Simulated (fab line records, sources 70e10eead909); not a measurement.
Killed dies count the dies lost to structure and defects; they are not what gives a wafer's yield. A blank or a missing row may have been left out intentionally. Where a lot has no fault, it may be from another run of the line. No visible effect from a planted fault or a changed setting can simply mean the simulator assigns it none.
fab line records	flow nand_harc
record lots=24	wafers=72	last_day=25
route steps=1159 shown A_CONTACT@915 A_BLC@977 A_M1@1053 A_BONDPAD@1093
lots with no fault: from the same line, run without faults
start_h: the number of hours between the record's first day and the start of the first shown wafer of the lot	wait_h: hours since the lot's step before	" identical to the entry in the row above	L1.1+2: several wafers, shown together as one row	- no value present, or no start provided	* or withheld: withheld	< > ~ a bound
route shown NAME@n: names a module that has steps shown in the file, with the first one's number in the route	usual: mean/standard deviation taken from wafers without a fault	same: alike in all rows	chamber/n: place in a boat	sites: readings site by site	_std_site: the standard deviation of these	_edge_site: the outer-site mean with the inner-site mean subtracted	radius_mm: how far each site lies from the wafer's centre	mask NAME#n: copy n	behind: the last tool/chamber to shape the wafer	hold: reason for holding the lot/hours on hold/outcome of the hold	device: the transistor (n, p or np) that didn't switch	end of line: tests run on the same wafers once the route is complete	a step with no rows: only its recipe	killed: not the wafer's yield, but the dies lost to structure and defects at the first sort	map: dies across one wafer; x = killed, . = not, _ = none there
set.NAME: the setting as run; set.NAME@STEP: as run at that earlier step	model.NAME: the simulator's own value behind a step, which no gauge read
the route's steps for a sample of lots (tables are steps, rows are wafers)
services: when a tool's chamber went out of use (start_h, in hours from the record's first day, below 0 if earlier), for how many hours, and the reason
## steps
# step NHARC_A_CONTACT_ETCH_97
# recipe target_depth_a=200	over_etch_frac=0.5	time_s=10	ion_energy_ev=250	c4f6_flow_sccm=25	o2_flow_sccm=20	ar_flow_sccm=500	rf_w=600	bias_w=500	chemistry=C4F6/O2
# usual drypump_motor_current_A=5.8/0.43	oes_product_au=0.964/0.023	rf_vpp_V=548/3.9	showerhead_plenum_p_Torr=3.96/0.19	throttle_valve_pct=26.902/0.0089
lot.wafer	tool	chamber	start_h	wait_h	drypump_motor_current_A	oes_product_au	rf_hours_counter_h	rf_vpp_V	showerhead_plenum_p_Torr	throttle_valve_pct
L075.2	rie_diel-09	0	-	-	5.5	0.961	43	543	3.72	26.908
L075.3	"	2	"	"	5.6	0.977	42	549	3.94	26.904
L075.4	"	3	"	"	6.2	0.965	44	553	4.16	26.892
L074.1	rie_diel-02	0	-	-	5.8	1.011	12	547	3.92	26.897
L074.6	"	3	"	"	5.6	0.995	-	543	3.71	26.908
L074.5	"	0	"	"	5.8	1.010	-	546	3.92	26.908
L077.3	rie_diel-02	3	-	-	5.6	0.998	15	542	3.71	26.921
L077.4	"	0	"	"	5.8	1.001	16	547	3.91	26.894
L077.6	"	3	"	"	5.6	0.994	-	543	3.71	26.911
L076.3	rie_diel-10	0	-	-	5.8	0.973	4	553	4.16	26.898
L076.4	"	1	"	"	5.8	0.949	4	544	3.68	26.907
L076.5	"	3	"	"	5.5	0.942	-	549	3.95	26.900
L079.4	rie_diel-10	2	-	-	6.8	0.947	7	551	4.11	26.900
L079.5	"	1	"	"	5.7	0.935	-	543	3.68	26.915
L079.6	"	2	"	"	6.8	0.948	-	552	4.11	26.904
L080.2	rie_diel-09	0	405.15	0.1	5.6	0.975	58	543	3.71	26.916
L080.6	"	1	"	"	5.2	0.959	-	550	4.07	26.893
L080.5	"	3	"	"	6.2	0.973	-	552	4.15	26.893
L081.4	rie_diel-10	0	-	-	5.7	0.954	7	552	4.16	26.898
L081.1	"	1	"	"	5.7	0.939	7	540	3.68	26.909
L081.3	"	2	"	"	6.8	0.952	8	552	4.11	26.895
L078.2	rie_diel-10	3	-	-	5.5	0.999	9	547	3.95	26.898
L078.5	"	3	"	"	5.5	0.993	-	549	3.95	26.899
L078.6	"	0	"	"	5.7	1.011	-	553	4.16	26.890
L083.4	rie_diel-10	3	-	-	5.5	0.978	9	548	3.95	26.913
L083.1	"	1	"	"	5.7	0.995	9	542	3.68	26.923
L083.6	"	3	"	"	5.5	0.970	-	548	3.95	26.922
L082.2	rie_diel-10	0	-	-	5.7	0.943	11	552	4.15	26.909
L082.6	"	2	"	"	6.8	0.931	-	551	4.11	26.902
L082.5	"	3	"	"	5.5	0.926	-	547	3.95	26.906
L084.4	rie_diel-10	0	-	-	5.7	0.951	11	551	4.15	26.894
L084.5	"	3	"	"	5.5	0.961	-	547	3.95	26.904
L084.6	"	0	"	"	5.7	0.959	-	551	4.15	26.906
L088.1	rie_diel-10	3	-	-	5.5	0.932	14	548	3.95	26.900
L088.6	"	1	"	"	5.8	0.940	-	542	3.67	26.888
L088.5	"	2	"	"	6.8	0.946	-	551	4.11	26.904
L086.2	rie_diel-10	3	-	-	5.4	0.992	14	548	3.95	26.911
L086.1	"	0	"	"	5.7	1.015	14	554	4.15	26.907
L086.3	"	2	"	"	6.7	0.999	15	551	4.11	26.907
L085.3	rie_diel-10	2	-	-	6.7	0.948	16	551	4.11	26.902
L085.2	"	3	"	"	5.5	0.930	15	546	3.94	26.898
L085.5	"	1	"	"	5.8	0.959	-	543	3.67	26.910
L087.4	rie_diel-10	3	-	-	5.5	0.959	16	548	3.94	26.917
L087.1	"	0	"	"	5.7	0.975	16	552	4.15	26.882
L087.5	"	2	"	"	6.8	0.951	-	550	4.11	26.911
L090.3	rie_diel-10	1	467.02	0.2	5.8	0.960	19	542	3.67	26.906
L090.6	"	1	"	"	5.7	0.953	-	541	3.67	26.900
L090.5	"	3	"	"	5.5	0.956	-	548	3.94	26.906
L089.1	rie_diel-10	0	468.07	0.1	5.7	0.955	19	551	4.15	26.907
L089.2	"	1	"	"	5.7	0.963	19	542	3.67	26.901
L089.5	"	3	"	"	5.5	0.952	-	547	3.94	26.896
L093.3	rie_diel-10	1	480.34	0.1	5.8	0.948	22	541	3.67	26.890
L093.4	"	1	"	"	5.8	0.950	-	540	3.67	26.895
L093.6	"	0	"	"	5.7	0.964	-	551	4.15	26.912
L092.3	rie_diel-02	3	-	-	5.6	0.953	56	542	3.69	26.890
L092.2	"	0	"	"	5.8	0.943	58	547	3.89	26.892
L092.6	"	2	"	"	5.9	0.954	-	551	4.15	26.888
L091.4	rie_diel-10	1	-	-	5.8	0.995	22	542	3.67	26.902
L091.1	"	2	"	"	6.7	1.000	17	550	4.11	26.905
L091.6	"	0	"	"	5.7	0.998	-	552	4.15	26.899
L094.1	rie_diel-10	3	-	-	5.5	0.957	24	547	3.94	26.902
L094.3	"	0	"	"	5.7	0.969	25	548	4.15	26.901
L094.4	"	1	"	"	5.7	0.965	25	542	3.67	26.910
L096.2	rie_diel-09	0	-	-	5.6	0.952	25	543	3.69	26.897
L096.1	"	1	"	"	5.2	0.935	26	550	4.05	26.903
L096.5	"	0	"	"	5.5	0.946	-	541	3.69	26.902
L095.2	rie_diel-10	2	-	-	6.8	0.948	21	551	4.10	26.911
L095.4	"	3	"	"	5.5	0.932	25	547	3.94	26.915
L095.5	"	2	"	"	6.8	0.954	-	549	4.10	26.904
L097.2	rie_diel-10	0	-	-	5.7	0.961	28	551	4.14	26.920
L097.3	"	3	"	"	5.5	0.928	28	549	3.94	26.917
L097.5	"	1	"	"	5.8	0.949	-	541	3.66	26.890
# step NHARC_A_CONTACT_STRIP_26
# recipe o2_flow_sccm=500	ar_flow_sccm=0	bias_w=0	chemistry=O2
# usual drypump_motor_current_A=5.8/0.39	oes_product_au=0.997/0.011	rf_vpp_V=57.9/0.9	showerhead_plenum_p_Torr=3.55/0.16	throttle_valve_pct=17.038/0.0089
lot.wafer	tool	chamber	start_h	wait_h	drypump_motor_current_A	oes_product_au	rf_hours_counter_h	rf_vpp_V	showerhead_plenum_p_Torr	throttle_valve_pct
L075.4	rie_diel-09	3	-	-	6.2	0.998	46	58.2	3.75	17.034
L075.2	"	0	"	"	5.6	1.008	44	58.1	3.34	17.027
L075.3	"	1	"	"	5.2	0.995	41	57.6	3.67	17.044
L074.1	rie_diel-09	2	-	-	5.6	1.014	44	57.6	3.55	17.033
L074.6	"	0	"	"	5.6	1.000	-	57.1	3.34	17.028
L074.5	"	1	"	"	5.2	0.998	-	57.9	3.67	17.043
L077.3	rie_diel-02	2	-	-	5.9	0.989	19	60.2	3.76	17.032
L077.4	"	3	"	"	5.6	0.998	18	57.8	3.33	17.044
L077.6	"	2	"	"	5.9	0.988	-	57.9	3.76	17.025
L076.4	rie_diel-10	1	-	-	5.8	0.997	5	56.9	3.30	17.040
L076.3	"	0	"	"	5.7	1.006	5	58.2	3.74	17.043
L076.5	"	2	"	"	6.8	0.993	-	59.0	3.70	17.030
L079.4	rie_diel-10	1	-	-	5.7	1.004	6	57.0	3.30	17.035
L079.6	"	2	"	"	6.8	1.005	-	58.2	3.70	17.043
L079.5	"	3	"	"	5.5	0.985	-	56.9	3.55	17.035
L080.2	rie_diel-10	3	-	-	5.5	0.988	8	58.5	3.55	17.039
L080.6	"	3	"	"	5.5	0.991	-	57.6	3.55	17.054
L080.5	"	0	"	"	5.7	1.011	-	57.6	3.74	17.028
L081.1	rie_diel-02	1	-	-	5.6	0.977	33	59.2	3.53	17.042
L081.3	"	2	"	"	5.9	0.980	33	59.9	3.75	17.028
L081.4	"	0	"	"	5.8	1.002	30	59.6	3.51	17.039
L078.2	rie_diel-09	2	-	-	5.6	1.010	56	57.7	3.54	17.040
L078.6	"	1	"	"	5.2	0.986	-	59.7	3.66	17.042
L078.5	"	2	"	"	5.6	1.006	-	58.2	3.54	17.029
L083.1	rie_diel-02	2	-	-	5.9	0.971	35	58.2	3.75	17.041
L083.4	"	1	"	"	5.6	0.995	35	58.2	3.52	17.053
L083.6	"	2	"	"	5.9	0.989	-	58.1	3.75	17.046
L082.2	rie_diel-10	2	-	-	6.8	1.009	13	57.5	3.70	17.033
L082.5	"	1	"	"	5.8	0.992	-	58.1	3.30	17.036
L082.6	"	2	"	"	6.7	0.998	-	55.6	3.70	17.035
L084.4	rie_diel-10	2	-	-	6.8	0.994	13	58.3	3.70	17.037
L084.6	"	1	"	"	5.8	0.993	-	57.1	3.30	17.039
L084.5	"	2	"	"	6.8	1.001	-	58.0	3.70	17.046
L088.1	rie_diel-10	1	-	-	5.8	1.008	17	57.8	3.29	17.044
L088.6	"	1	"	"	5.8	1.004	-	57.7	3.30	17.032
L088.5	"	2	"	"	6.8	1.000	-	56.8	3.70	17.043
L086.2	rie_diel-02	0	-	-	5.8	0.993	47	57.5	3.50	17.046
L086.3	"	1	"	"	5.6	0.990	50	58.1	3.52	17.038
L086.1	"	3	"	"	5.6	0.998	46	58.2	3.31	17.023
L085.3	rie_diel-02	2	-	-	5.9	0.978	52	57.4	3.74	17.028
L085.2	"	3	"	"	5.6	0.990	49	56.8	3.31	17.045
L085.5	"	2	"	"	5.9	0.979	-	57.7	3.74	17.035
L087.4	rie_diel-02	3	-	-	5.6	0.987	49	56.1	3.31	17.034
L087.1	"	2	"	"	5.9	0.978	52	57.3	3.74	17.032
L087.5	"	0	"	"	5.8	0.995	-	58.9	3.50	17.040
L090.3	rie_diel-09	3	-	-	6.2	1.025	12	58.0	3.73	17.038
L090.6	"	1	"	"	5.2	0.996	-	58.7	3.65	17.048
L090.5	"	2	"	"	5.6	0.997	-	55.9	3.53	17.059
L089.1	rie_diel-02	3	-	-	5.5	0.977	56	57.9	3.31	17.039
L089.2	"	2	"	"	5.8	0.979	57	58.5	3.74	17.029
L089.5	"	3	"	"	5.6	0.986	-	56.0	3.31	17.020
L093.3	rie_diel-09	1	-	-	5.2	0.988	18	59.8	3.65	17.042
L093.4	"	3	"	"	6.2	1.006	18	58.3	3.72	17.039
L093.6	"	0	"	"	5.5	0.999	-	57.9	3.32	17.032
L092.3	rie_diel-10	1	-	-	5.7	1.002	24	55.8	3.29	17.025
L092.2	"	0	"	"	5.7	1.002	23	58.2	3.73	17.039
L092.6	"	1	"	"	5.7	1.009	-	57.6	3.29	17.041
L091.1	rie_diel-10	0	-	-	5.7	1.015	24	59.3	3.73	17.042
L091.4	"	3	"	"	5.5	0.997	23	57.4	3.54	17.031
L091.6	"	0	"	"	5.7	1.020	-	58.9	3.73	17.049
L094.3	rie_diel-09	2	-	-	5.6	1.013	24	56.4	3.52	17.043
L094.4	"	3	"	"	6.2	1.016	25	58.7	3.72	17.029
L094.1	"	0	"	"	5.6	1.001	24	57.4	3.31	17.024
L096.2	rie_diel-02	1	-	-	5.7	1.009	1	58.2	3.51	17.051
L096.1	"	0	"	"	5.8	0.996	1	57.9	3.49	17.042
L096.5	"	2	"	"	5.8	0.998	-	58.9	3.74	17.044
L095.2	rie_diel-02	2	-	-	5.9	0.994	1	58.7	3.74	17.043
L095.4	"	3	"	"	5.6	1.001	1	56.8	3.30	17.037
L095.5	"	0	"	"	5.8	0.998	-	56.7	3.49	17.051
L097.3	rie_diel-09	1	-	-	5.2	0.988	32	58.0	3.64	17.037
L097.2	"	0	"	"	5.6	0.992	32	57.0	3.31	17.033
L097.5	"	1	"	"	5.2	0.982	-	56.5	3.64	17.033
# step NHARC_A_BLC_DESCUM_15
# recipe time_s=3	o2_flow_sccm=200	ar_flow_sccm=0	bias_power_w=0	chemistry=O2
# usual drypump_motor_current_A=5.6/0.51	oes_product_au=1.001/0.0093	rf_vpp_V=57.9/0.99	showerhead_plenum_p_Torr=1.92/0.095	throttle_valve_pct=11.309/0.0096
lot.wafer	tool	chamber	start_h	wait_h	drypump_motor_current_A	oes_product_au	rf_hours_counter_h	rf_vpp_V	showerhead_plenum_p_Torr	throttle_valve_pct
L075.3	rie_diel-05	2	381.22	0.1	5.7	1.010	4	57.1	1.93	11.305
L075.2	"	3	"	"	5.6	1.000	3	57.9	1.86	11.302
L075.4	"	0	"	"	5.0	0.996	3	57.5	2.03	11.307
L074.1	rie_diel-05	2	382.36	0.1	5.8	1.010	4	57.4	1.93	11.307
L074.6	"	3	"	"	5.7	0.999	-	59.2	1.86	11.305
L074.5	"	0	"	"	5.0	0.992	-	59.4	2.03	11.306
L077.3	rie_diel-12	0	399.30	0.1	5.5	0.981	1	57.8	1.80	11.306
L077.4	"	1	"	"	4.9	1.013	1	56.2	1.77	11.298
L077.6	"	2	"	"	5.4	1.017	-	57.1	2.05	11.307
L076.3	rie_diel-05	3	402.86	0.1	5.6	1.002	6	58.1	1.86	11.296
L076.5	"	0	"	"	5.0	1.001	-	57.8	2.03	11.298
L076.4	"	3	"	"	5.6	1.002	-	56.5	1.86	11.321
L079.4	rie_diel-05	0	410.28	0.1	5.0	0.995	7	57.9	2.03	11.292
L079.5	"	0	"	"	5.0	1.000	-	58.5	2.03	11.320
L079.6	"	1	"	"	6.6	1.000	-	58.1	1.90	11.307
L080.2	rie_diel-12	0	418.80	0.1	5.4	0.973	2	56.8	1.80	11.301
L080.6	"	0	"	"	5.4	0.983	-	58.2	1.80	11.303
L080.5	"	1	"	"	4.9	1.024	-	58.5	1.77	11.310
L081.3	rie_diel-05	3	423.59	0.1	5.6	0.995	9	56.8	1.86	11.314
L081.4	"	0	"	"	5.0	1.012	8	59.7	2.03	11.295
L081.1	"	1	"	"	6.5	1.006	8	57.0	1.90	11.312
L078.2	rie_diel-05	0	427.29	0.1	5.0	0.989	9	58.9	2.03	11.305
L078.6	"	1	"	"	6.5	0.987	-	57.7	1.90	11.312
L078.5	"	2	"	"	5.7	0.991	-	55.3	1.93	11.322
L083.4	rie_diel-05	0	432.38	0.1	5.0	0.997	9	58.0	2.03	11.295
L083.1	"	2	"	"	5.7	1.013	9	57.2	1.93	11.305
L083.6	"	0	"	"	5.0	0.993	-	57.7	2.03	11.314
L082.2	rie_diel-03	0	446.52	0.1	5.2	1.005	16	56.6	1.82	11.312
L082.5	"	2	"	"	5.3	1.003	-	59.7	2.05	11.297
L082.6	"	3	"	"	6.3	0.995	-	57.5	1.78	11.311
L084.4	rie_diel-12	0	447.37	0.1	5.4	0.978	5	55.7	1.80	11.292
L084.6	"	1	"	"	4.9	1.011	-	57.2	1.77	11.317
L084.5	"	2	"	"	5.4	0.989	-	58.8	2.05	11.320
L088.1	rie_diel-12	1	459.42	0.1	4.9	1.010	8	56.1	1.77	11.305
L088.5	"	3	"	"	5.6	0.996	-	59.5	1.92	11.319
L088.6	"	1	"	"	4.9	1.005	-	57.7	1.77	11.304
L086.2	rie_diel-05	0	468.19	0.1	4.9	0.996	12	58.5	2.03	11.325
L086.3	"	1	"	"	6.5	1.004	12	60.7	1.90	11.307
L086.1	"	2	"	"	5.8	1.011	12	59.3	1.93	11.309
L085.3	rie_diel-05	3	469.06	0.1	5.6	1.004	13	58.0	1.86	11.299
L085.2	"	0	"	"	5.0	1.003	12	57.9	2.03	11.306
L085.5	"	0	"	"	5.0	1.010	-	57.7	2.03	11.307
L087.4	rie_diel-03	3	469.68	0.1	6.2	0.995	24	55.7	1.77	11.305
L087.1	"	0	"	"	5.2	0.995	26	57.3	1.82	11.300
L087.5	"	2	"	"	5.3	1.018	-	59.0	2.05	11.305
L090.3	rie_diel-05	1	476.47	0.1	6.5	1.015	14	59.3	1.90	11.305
L090.5	"	2	"	"	5.8	1.011	-	57.2	1.93	11.291
L090.6	"	3	"	"	5.7	1.004	-	57.7	1.86	11.316
L089.2	rie_diel-12	2	485.13	0.1	5.4	0.987	10	59.0	2.04	11.308
L089.1	"	0	"	"	5.5	0.976	8	57.3	1.79	11.302
L089.5	"	3	"	"	5.7	0.995	-	58.3	1.92	11.311
L093.4	rie_diel-05	3	501.52	0.1	5.6	0.999	16	57.4	1.86	11.308
L093.3	"	0	"	"	5.0	1.005	15	59.1	2.03	11.290
L093.6	"	3	"	"	5.6	0.996	-	57.0	1.86	11.309
L092.2	rie_diel-12	2	503.45	0.1	5.4	0.986	12	57.2	2.04	11.301
L092.3	"	3	"	"	5.7	0.993	11	57.7	1.92	11.323
L092.6	"	3	"	"	5.7	1.011	-	58.4	1.92	11.317
L091.4	rie_diel-03	3	503.64	0.1	6.2	1.006	37	58.0	1.77	11.341
L091.1	"	0	"	"	5.2	1.005	38	58.2	1.82	11.327
L091.6	"	3	"	"	6.2	1.006	-	57.2	1.77	11.302
L094.4	rie_diel-12	0	515.59	0.1	5.4	0.979	11	56.5	1.79	11.317
L094.3	"	1	"	"	4.9	1.008	13	57.1	1.77	11.307
L094.1	"	2	"	"	5.4	1.001	13	57.9	2.04	11.291
L096.2	rie_diel-12	2	524.02	0.1	5.4	0.997	14	58.6	2.04	11.317
L096.1	"	3	"	"	5.7	0.998	13	57.5	1.92	11.310
L096.5	"	2	"	"	5.3	1.006	-	57.6	2.04	11.314
L095.4	rie_diel-05	1	527.80	0.1	6.5	0.997	0	59.1	1.90	11.305
L095.2	"	2	"	"	5.8	0.996	0	57.2	1.93	11.322
L095.5	"	1	"	"	6.5	0.993	-	55.9	1.90	11.319
L097.2	rie_diel-05	0	542.26	0.1	5.0	1.007	1	60.0	2.03	11.318
L097.3	"	2	"	"	5.7	1.002	1	57.1	1.93	11.315
L097.5	"	0	"	"	5.0	1.010	-	57.6	2.03	11.321
# step NHARC_A_BLC_INSPECT_28
# usual raw_defect_count=445/130
lot.wafer	tool	chamber	start_h	wait_h	raw_defect_count
L075.2	defect_inspect-02	-	394.57	0.1	381
L075.3	"	-	"	"	332
L075.4	"	-	"	"	545
L074.1	defect_inspect-01	-	397.91	0.1	311
L074.5	"	-	"	"	363
L074.6	"	-	"	"	372
L077.3	defect_inspect-01	-	403.74	0.1	760
L077.4	"	-	"	"	723
L077.6	"	-	"	"	431
L076.3	defect_inspect-01	-	405.97	0.1	429
L076.4	"	-	"	"	549
L076.5	"	-	"	"	554
L079.4	defect_inspect-01	-	417.74	0.1	296
L079.5	"	-	"	"	453
L079.6	"	-	"	"	409
L080.2	defect_inspect-02	-	423.43	0.1	611
L080.5	"	-	"	"	604
L080.6	"	-	"	"	421
L081.1	defect_inspect-01	-	426.70	0.1	700
L081.3	"	-	"	"	624
L081.4	"	-	"	"	419
L078.2	defect_inspect-02	-	431.70	0.1	420
L078.5	"	-	"	"	454
L078.6	"	-	"	"	412
L083.1	defect_inspect-02	-	440.76	0.1	449
L083.4	"	-	"	"	335
L083.6	"	-	"	"	405
L082.2	defect_inspect-02	-	452.22	0.1	348
L082.5	"	-	"	"	366
L082.6	"	-	"	"	337
L084.4	defect_inspect-02	-	452.68	0.1	470
L084.5	"	-	"	"	339
L084.6	"	-	"	"	405
L088.1	defect_inspect-01	-	466.82	0.1	406
L088.5	"	-	"	"	495
L088.6	"	-	"	"	476
L086.1	defect_inspect-02	-	473.45	0.1	272
L086.2	"	-	"	"	410
L086.3	"	-	"	"	287
L085.2	defect_inspect-01	-	474.11	0.1	350
L085.3	"	-	"	"	339
L085.5	"	-	"	"	534
L087.1	defect_inspect-01	-	474.42	0.1	288
L087.4	"	-	"	"	320
L087.5	"	-	"	"	326
L090.3	defect_inspect-01	-	479.45	0.1	382
L090.5	"	-	"	"	682
L090.6	"	-	"	"	323
L089.1	defect_inspect-02	-	492.21	0.1	427
L089.2	"	-	"	"	375
L089.5	"	-	"	"	385
L093.3	defect_inspect-01	-	504.52	0.1	385
L093.4	"	-	"	"	338
L093.6	"	-	"	"	454
L092.2	defect_inspect-01	-	509.45	0.1	394
L092.3	"	-	"	"	385
L092.6	"	-	"	"	335
L091.1	defect_inspect-01	-	509.97	0.1	635
L091.4	"	-	"	"	643
L091.6	"	-	"	"	848
L094.1	defect_inspect-01	-	522.50	0.1	410
L094.3	"	-	"	"	344
L094.4	"	-	"	"	360
L096.1	defect_inspect-02	-	530.88	0.1	1015
L096.2	"	-	"	"	714
L096.5	"	-	"	"	456
L095.2	defect_inspect-01	-	540.73	0.1	369
L095.4	"	-	"	"	497
L095.5	"	-	"	"	533
L097.2	defect_inspect-01	-	550.68	0.1	299
L097.3	"	-	"	"	396
L097.5	"	-	"	"	436
# step NHARC_A_M1_THK_MEAS_24
# recipe thk_meas_gauge=xrf
# usual thk_nm=154.5/1.8
lot.wafer	tool	chamber	start_h	wait_h	thk_nm
L075.2	film_metro-02	-	402.38	-	152.9
L075.3	"	-	"	"	155.6
L075.4	"	-	"	"	153.6
L074.1	film_metro-02	-	405.51	-	154.3
L074.5	"	-	"	"	156.2
L074.6	"	-	"	"	157.2
L077.3	film_metro-01	-	411.55	-	153.0
L077.4	"	-	"	"	150.9
L077.6	"	-	"	"	154.3
L076.3	film_metro-02	-	413.42	-	155.2
L076.4	"	-	"	"	154.2
L076.5	"	-	"	"	153.3
L079.4	film_metro-01	-	426.25	-	157.0
L079.5	"	-	"	"	154.7
L079.6	"	-	"	"	152.8
L080.2	film_metro-01	-	431.46	-	155.5
L080.5	"	-	"	"	155.5
L080.6	"	-	"	"	156.4
L081.1	film_metro-01	-	434.29	-	152.8
L081.3	"	-	"	"	153.7
L081.4	"	-	"	"	154.5
L078.2	film_metro-01	-	439.82	-	154.5
L078.5	"	-	"	"	157.9
L078.6	"	-	"	"	153.4
L083.1	film_metro-01	-	448.36	-	152.3
L083.4	"	-	"	"	151.9
L083.6	"	-	"	"	153.0
L082.2	film_metro-02	-	460.19	-	157.1
L082.5	"	-	"	"	156.9
L082.6	"	-	"	"	154.0
L084.4	film_metro-02	-	461.08	-	153.6
L084.5	"	-	"	"	158.0
L084.6	"	-	"	"	153.7
L088.1	film_metro-02	-	474.43	-	154.3
L088.5	"	-	"	"	152.7
L088.6	"	-	"	"	152.5
L086.1	film_metro-02	-	481.90	-	153.5
L086.2	"	-	"	"	153.9
L086.3	"	-	"	"	157.1
L085.2	film_metro-02	-	482.22	-	155.8
L085.3	"	-	"	"	156.6
L085.5	"	-	"	"	154.5
L087.1	film_metro-01	-	482.80	-	155.9
L087.4	"	-	"	"	154.2
L087.5	"	-	"	"	155.7
L090.3	film_metro-01	-	487.37	-	153.5
L090.5	"	-	"	"	154.9
L090.6	"	-	"	"	155.7
L089.1	film_metro-02	-	499.89	-	153.5
L089.2	"	-	"	"	150.7
L089.5	"	-	"	"	152.5
L093.3	film_metro-01	-	511.98	-	150.9
L093.4	"	-	"	"	156.0
L093.6	"	-	"	"	157.0
L092.2	film_metro-01	-	517.31	-	155.0
L092.3	"	-	"	"	153.3
L092.6	"	-	"	"	155.2
L091.1	film_metro-01	-	517.80	-	149.5
L091.4	"	-	"	"	151.4
L091.6	"	-	"	"	153.4
L094.1	film_metro-01	-	530.51	-	154.0
L094.3	"	-	"	"	155.6
L094.4	"	-	"	"	153.3
L096.1	film_metro-01	-	539.18	-	153.2
L096.2	"	-	"	"	153.8
L096.5	"	-	"	"	158.2
L095.2	film_metro-01	-	548.62	-	152.4
L095.4	"	-	"	"	152.6
L095.5	"	-	"	"	153.2
L097.2	film_metro-02	-	558.41	-	155.0
L097.3	"	-	"	"	154.0
L097.5	"	-	"	"	153.6
# step NHARC_A_BONDPAD_INSPECT_23
# usual raw_defect_count=441/110
lot.wafer	tool	chamber	start_h	wait_h	raw_defect_count
L075.2	defect_inspect-02	-	407.31	0.0	285
L075.3	"	-	"	"	436
L075.4	"	-	"	"	394
L074.1	defect_inspect-01	-	410.42	0.0	370
L074.5	"	-	"	"	433
L074.6	"	-	"	"	617
L077.3	defect_inspect-01	-	416.50	0.0	315
L077.4	"	-	"	"	413
L077.6	"	-	"	"	496
L076.3	defect_inspect-02	-	418.30	0.0	436
L076.4	"	-	"	"	277
L076.5	"	-	"	"	436
L079.4	defect_inspect-01	-	431.39	0.0	196
L079.5	"	-	"	"	273
L079.6	"	-	"	"	239
L080.2	defect_inspect-02	-	436.76	0.0	532
L080.5	"	-	"	"	277
L080.6	"	-	"	"	397
L081.1	defect_inspect-01	-	439.15	0.0	432
L081.3	"	-	"	"	437
L081.4	"	-	"	"	359
L078.2	defect_inspect-02	-	444.73	0.1	629
L078.5	"	-	"	"	659
L078.6	"	-	"	"	488
L083.1	defect_inspect-02	-	453.33	0.0	478
L083.4	"	-	"	"	476
L083.6	"	-	"	"	391
L082.2	defect_inspect-01	-	465.30	0.0	294
L082.5	"	-	"	"	423
L082.6	"	-	"	"	458
L084.4	defect_inspect-02	-	465.95	0.0	480
L084.5	"	-	"	"	326
L084.6	"	-	"	"	411
L088.1	defect_inspect-02	-	479.20	0.0	360
L088.5	"	-	"	"	450
L088.6	"	-	"	"	508
L086.1	defect_inspect-02	-	486.63	0.0	295
L086.2	"	-	"	"	366
L086.3	"	-	"	"	399
L085.2	defect_inspect-01	-	487.13	0.0	442
L085.3	"	-	"	"	469
L085.5	"	-	"	"	405
L087.1	defect_inspect-02	-	487.70	0.0	284
L087.4	"	-	"	"	300
L087.5	"	-	"	"	379
L090.3	defect_inspect-01	-	492.25	0.0	534
L090.5	"	-	"	"	825
L090.6	"	-	"	"	599
L089.1	defect_inspect-02	-	504.81	0.0	456
L089.2	"	-	"	"	449
L089.5	"	-	"	"	501
L093.3	defect_inspect-02	-	516.77	0.0	360
L093.4	"	-	"	"	392
L093.6	"	-	"	"	384
L092.2	defect_inspect-02	-	522.40	0.0	636
L092.3	"	-	"	"	498
L092.6	"	-	"	"	454
L091.1	defect_inspect-02	-	523.04	0.1	554
L091.4	"	-	"	"	575
L091.6	"	-	"	"	407
L094.1	defect_inspect-01	-	535.56	0.0	450
L094.3	"	-	"	"	517
L094.4	"	-	"	"	472
L096.1	defect_inspect-01	-	544.52	0.0	344
L096.2	"	-	"	"	374
L096.5	"	-	"	"	373
L095.2	defect_inspect-02	-	553.34	0.0	637
L095.4	"	-	"	"	670
L095.5	"	-	"	"	517
L097.2	defect_inspect-01	-	563.77	0.0	502
L097.3	"	-	"	"	689
L097.5	"	-	"	"	518
## services
tool	chamber	start_h	hours	kind
rie_diel-10	-	353.58	9.0	pm
rie_diel-10	0	353.58	9.0	vent_cycle
rie_diel-10	1	353.58	9.0	vent_cycle
rie_diel-10	2	353.58	9.0	vent_cycle
rie_diel-02	1	377.35	2.2	repair
rie_diel-12	-	379.40	9.0	pm
rie_diel-03	-	392.41	9.0	pm
rie_diel-09	2	401.69	12.6	repair
rie_diel-09	2	428.25	14.1	repair
rie_diel-09	-	431.26	9.0	pm
rie_diel-03	3	438.14	1.9	repair
rie_diel-09	3	453.44	1.9	repair
rie_diel-03	2	457.71	3.9	repair
rie_diel-12	0	458.16	4.6	repair
rie_diel-09	-	461.79	0.3	repair
rie_diel-10	2	462.02	18.7	repair
rie_diel-12	3	464.19	2.7	repair
rie_diel-03	0	477.72	8.0	repair
rie_diel-05	0	492.40	8.0	repair
rie_diel-02	-	505.18	9.0	pm
rie_diel-12	0	516.55	15.7	repair
rie_diel-05	-	517.60	9.0	pm
rie_diel-10	-	530.58	9.0	pm
rie_diel-10	-	541.71	0.2	repair
## key
fault none
